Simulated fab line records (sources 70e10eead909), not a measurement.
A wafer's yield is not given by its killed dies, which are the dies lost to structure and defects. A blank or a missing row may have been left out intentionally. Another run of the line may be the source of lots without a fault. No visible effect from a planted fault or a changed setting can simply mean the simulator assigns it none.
Check for tools in common :: flow nandHarc :: 13 lots and 39 wafers in the sample

== REASON IT WAS OPENED ==
Flagged at NHARC_P_GATE_CD_MEAS_91: reading cdNm, on 1 of 13 lots. Wafers without a fault read 2000.0 nm, standard deviation 2.2.
Rule: a lot gets a flag if all its wafers with a number sit over 4 standard deviations from that mean, or if no wafer of it has a number. The other lots count as sound.

lot: L125
measured: day 5 02:26
on: cdSem-03
cdNm (nm), wafer by wafer: 2000.3 1999.4 2000.5
flag: 

lot: L127
measured: day 5 13:07
on: cdSem-02
cdNm (nm), wafer by wafer: 2005.3 2004.5 1998.6
flag: 

lot: L129
measured: day 6 04:34
on: cdSem-01
cdNm (nm), wafer by wafer: 1999.1 1999.5 1997.6
flag: 

lot: L128
measured: day 6 04:47
on: cdSem-02
cdNm (nm), wafer by wafer: 1999.8 1998.9 1997.4
flag: 

lot: L132
measured: day 6 22:37
on: cdSem-03
cdNm (nm), wafer by wafer: 1999.3 1999.4 2002.8
flag: 

lot: L134
measured: day 7 12:17
on: cdSem-02
cdNm (nm), wafer by wafer: 2004.3 2004.2 2000.6
flag: 

lot: L133
measured: day 7 12:56
on: cdSem-01
cdNm (nm), wafer by wafer: 1965.7 1966.2 1967.0
flag: FLAGGED

lot: L135
measured: day 7 21:20
on: cdSem-02
cdNm (nm), wafer by wafer: 2000.7 1998.7 2002.6
flag: 

lot: L143
measured: day 9 14:16
on: cdSem-01
cdNm (nm), wafer by wafer: 1998.4 2001.7 1998.1
flag: 

lot: L144
measured: day 10 01:14
on: cdSem-01
cdNm (nm), wafer by wafer: 2002.2 1998.1 1998.0
flag: 

lot: L145
measured: day 10 09:50
on: cdSem-01
cdNm (nm), wafer by wafer: 2000.2 2000.6 2002.4
flag: 

lot: L148
measured: day 10 17:29
on: cdSem-01
cdNm (nm), wafer by wafer: 2001.1 2000.3 1999.2
flag: 

lot: L147
measured: day 10 18:31
on: cdSem-03
cdNm (nm), wafer by wafer: 2000.3 1998.1 1999.6
flag: 
On average the flagged lots' numbers are 1966.3 nm, which is -33.7 nm against the usual, or -15 standard deviations.

== WHICH TOOL EACH LOT WENT THROUGH ==
Before the reading, the record contains 2 process steps out of a 1159-step route. Cell contents, in order: the tool; ch with the chambers the sampled wafers went through; the start.
lot: L125
flag: 
NHARC_P_GATE_DESCUM_61: rieDiel-05 ch 0,1,3, day 5 00:53
NHARC_P_GATE_EXPOSE_88: krfScanner-04 ch 0, day 5 02:17

lot: L127
flag: 
NHARC_P_GATE_DESCUM_61: rieDiel-05 ch 0,1, day 5 11:34
NHARC_P_GATE_EXPOSE_88: krfScanner-03 ch 0, day 5 12:58

lot: L129
flag: 
NHARC_P_GATE_DESCUM_61: rieDiel-05 ch 0,3, day 6 02:59
NHARC_P_GATE_EXPOSE_88: krfScanner-03 ch 0, day 6 04:24

lot: L128
flag: 
NHARC_P_GATE_DESCUM_61: rieDiel-05 ch 0,2,3, day 6 03:10
NHARC_P_GATE_EXPOSE_88: krfScanner-01 ch 0, day 6 04:38

lot: L132
flag: 
NHARC_P_GATE_DESCUM_61: rieDiel-05 ch 0,3, day 6 20:50
NHARC_P_GATE_EXPOSE_88: krfScanner-03 ch 0, day 6 22:28

lot: L134
flag: 
NHARC_P_GATE_DESCUM_61: rieDiel-13 ch 0,1,2, day 7 10:53
NHARC_P_GATE_EXPOSE_88: krfScanner-04 ch 0, day 7 12:08

lot: L133
flag: FLAGGED
NHARC_P_GATE_DESCUM_61: rieDiel-13 ch 0,2,3, day 7 11:23
NHARC_P_GATE_EXPOSE_88: krfScanner-01 ch 0, day 7 12:46

lot: L135
flag: 
NHARC_P_GATE_DESCUM_61: rieDiel-13 ch 1,2, day 7 19:43
NHARC_P_GATE_EXPOSE_88: krfScanner-03 ch 0, day 7 21:11

lot: L143
flag: 
NHARC_P_GATE_DESCUM_61: rieDiel-05 ch 0,1,3, day 9 12:42
NHARC_P_GATE_EXPOSE_88: krfScanner-03 ch 0, day 9 14:06

lot: L144
flag: 
NHARC_P_GATE_DESCUM_61: rieDiel-13 ch 1,2, day 9 23:41
NHARC_P_GATE_EXPOSE_88: krfScanner-04 ch 0, day 10 01:05

lot: L145
flag: 
NHARC_P_GATE_DESCUM_61: rieDiel-05 ch 2,3, day 10 08:23
NHARC_P_GATE_EXPOSE_88: krfScanner-04 ch 0, day 10 09:41

lot: L148
flag: 
NHARC_P_GATE_DESCUM_61: rieDiel-05 ch 0,1,2, day 10 15:55
NHARC_P_GATE_EXPOSE_88: krfScanner-01 ch 0, day 10 17:20

lot: L147
flag: 
NHARC_P_GATE_DESCUM_61: rieDiel-13 ch 0,3, day 10 17:06
NHARC_P_GATE_EXPOSE_88: krfScanner-04 ch 0, day 10 18:22
These steps, and what they do:
- NHARC_P_GATE_DESCUM_61: chemistry O2, time 3 s.
- NHARC_P_GATE_EXPOSE_88: exposes mask P HVN, target cd 2000 nm.
- NHARC_P_GATE_CD_MEAS_91: target cd 2000 nm.

== FLAGGED AGAINST TOTAL, ONE TOOL AT A TIME (gauges that did the reading follow at the end) ==
step: NHARC_P_GATE_DESCUM_61
tool: rieDiel-05
lots run: 8
flagged: 0
share of the flagged lots: none
sound lots run after its first flagged lot: -

step: NHARC_P_GATE_DESCUM_61
tool: rieDiel-13
lots run: 5
flagged: 1
share of the flagged lots: all
sound lots run after its first flagged lot: 3 (L135,L144,L147)

step: NHARC_P_GATE_EXPOSE_88
tool: krfScanner-01
lots run: 3
flagged: 1
share of the flagged lots: all
sound lots run after its first flagged lot: 1 (L148)

step: NHARC_P_GATE_EXPOSE_88
tool: krfScanner-03
lots run: 5
flagged: 0
share of the flagged lots: none
sound lots run after its first flagged lot: -

step: NHARC_P_GATE_EXPOSE_88
tool: krfScanner-04
lots run: 5
flagged: 0
share of the flagged lots: none
sound lots run after its first flagged lot: -

step: NHARC_P_GATE_CD_MEAS_91
tool: cdSem-01
lots run: 6
flagged: 1
share of the flagged lots: all
sound lots run after its first flagged lot: 4 (L143,L144,L145,L148)

step: NHARC_P_GATE_CD_MEAS_91
tool: cdSem-02
lots run: 4
flagged: 0
share of the flagged lots: none
sound lots run after its first flagged lot: -

step: NHARC_P_GATE_CD_MEAS_91
tool: cdSem-03
lots run: 3
flagged: 0
share of the flagged lots: none
sound lots run after its first flagged lot: -

== WHAT THE TABLE ALLOWS ==
All flagged lots were run by 3 table rows, namely rieDiel-13 at NHARC_P_GATE_DESCUM_61, krfScanner-01 at NHARC_P_GATE_EXPOSE_88, cdSem-01 at NHARC_P_GATE_CD_MEAS_91.
- rieDiel-13 at NHARC_P_GATE_DESCUM_61: 1 of its 5 lots flagged. Lots that were sound ran on it after the first flagged one (L135, L144, L147); a persistent fault on the entire tool would not allow that.
- krfScanner-01 at NHARC_P_GATE_EXPOSE_88: 1 of its 3 lots flagged. Lots that were sound ran on it after the first flagged one (L148); a persistent fault on the entire tool would not allow that.
- cdSem-01 at NHARC_P_GATE_CD_MEAS_91: 1 of its 6 lots flagged. Lots that were sound ran on it after the first flagged one (L143, L144, L145, L148); a persistent fault on the entire tool would not allow that.
None of the table's rows ran every flagged lot and, after the first, no sound lot.

== WHAT WAS PUT IN BY THE SIMULATOR ==
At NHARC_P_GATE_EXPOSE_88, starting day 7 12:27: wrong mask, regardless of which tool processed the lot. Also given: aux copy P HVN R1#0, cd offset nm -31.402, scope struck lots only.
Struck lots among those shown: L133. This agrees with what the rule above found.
